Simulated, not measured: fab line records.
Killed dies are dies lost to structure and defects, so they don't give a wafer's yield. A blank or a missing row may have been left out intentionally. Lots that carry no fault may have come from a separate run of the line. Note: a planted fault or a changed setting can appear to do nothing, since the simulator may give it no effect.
Split-lot study    flow n5_finfet    21 wafers read from 7 lots, route of 1938 steps

== THE SPLIT ITSELF ==
At N5_SDB_STRIP_22 (strips in N2/H2), the setting power_w was moved away from the recipe's 1000 W on 4 of the 21 wafers read, by -17.6% to +9.3%. The other wafers ran this setting at the recipe's value.

The split's own step is where the reading is taken.

== THE READING ==
oes_product_au, in a.u., at N5_SDB_STRIP_22 (strips in N2/H2). Typical for fault-free wafers on this fab line: 0.716 a.u., with standard deviation 0.0043 a.u.

wafer   tool, chamber at the split  power_w as run, W  against the recipe  oes_product_au, a.u.  against lot-mates on the recipe
L078.3  plasma_asher-02, 1          1000               recipe              0.717                 -
L078.4  plasma_asher-02, 0          1000               recipe              0.717                 -
L078.5  plasma_asher-02, 1          1000               recipe              0.719                 -
L079.1  plasma_asher-02, 1          1000               recipe              0.717                 -
L079.4  plasma_asher-02, 1          1000               recipe              0.722                 -
L079.6  plasma_asher-02, 0          1000               recipe              0.724                 -
L082.2  plasma_asher-01, 0          934.4              -6.6%               0.699                 -0.016
L082.3  plasma_asher-01, 1          1000               recipe              0.715                 -
L082.6  plasma_asher-01, 1          934.4              -6.6%               0.702                 -0.013
L084.2  plasma_asher-02, 0          1000               recipe              0.714                 -
L084.3  plasma_asher-02, 1          1093               +9.3%               0.723                 +0.007
L084.5  plasma_asher-02, 1          1000               recipe              0.718                 -
L085.2  plasma_asher-02, 0          1000               recipe              0.715                 -
L085.3  plasma_asher-02, 1          1000               recipe              0.716                 -
L085.6  plasma_asher-02, 1          1000               recipe              0.712                 -
L090.1  plasma_asher-01, 1          1000               recipe              0.719                 -
L090.2  plasma_asher-01, 0          823.6              -17.6%              0.681                 -0.038
L090.4  plasma_asher-01, 1          1000               recipe              0.720                 -
L092.2  plasma_asher-02, 0          1000               recipe              0.721                 -
L092.5  plasma_asher-02, 1          1000               recipe              0.711                 -
L092.6  plasma_asher-02, 0          1000               recipe              0.712                 -

THE FIT
A straight line over all 21 wafers: oes_product_au changes by +0.00183 a.u. for each +1% of power_w; r = +0.90; the points scatter about the line by 0.0044 a.u.
The same after taking each lot's own level away (the mean of its wafers on the recipe; 21 wafers): +0.00189 a.u. for each +1%; r = +0.93; scatter 0.0035 a.u.
That fit puts the effect of the largest move of power_w on the reading at 0.033 a.u.
The span of the lots' own levels, 0.7143 to 0.7210 a.u., comes to 1.6 times the standard deviation stated above.
The two slopes agree, so the slope changes little with the lot-to-lot level.
Check: for one of the wafers moved furthest among these (-17.6%), held out of the fit, the line's prediction against its lot-mates is -0.0266 a.u. Against them it came out at -0.0385 a.u.
Tool readings at the split's step, against how far the setting was moved: oes_product_au r = +0.90; strip_time_to_endpoint_s r = -0.99.

== OTHER SPLITS ON THESE WAFERS ==
Before the reading, these wafers also passed through other splits. Each is held against what the fit with the lots' levels taken away leaves over:
other split on the same wafers  wafers away from the commonest value  r with oes_product_au (lot level and that fit taken away)
N5_SD_EPI_N_EPI_21 temp_c       11                                    +0.23
N5_SD_EPI_N_PRECLEAN_49 temp_c  9                                     -0.36
N5_SDB_ETCH_17 bias_w           5                                     -0.32

== THE WHOLE CHAIN: every reading that the file lists as answering this split, in the file's order ==
step             what it does     reading                   change (the file's fit)                    r (the file's)
N5_SDB_STRIP_22  strips in N2/H2  oes_product_au            +0.00189 a.u. for each +1% of the setting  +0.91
N5_SDB_STRIP_22  strips in N2/H2  strip_time_to_endpoint_s  withheld for each +1% of the setting       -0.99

== THE FILE'S OWN FIT ==
oes_product_au changes by +0.00189 a.u. for each +1% of power_w, r = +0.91.
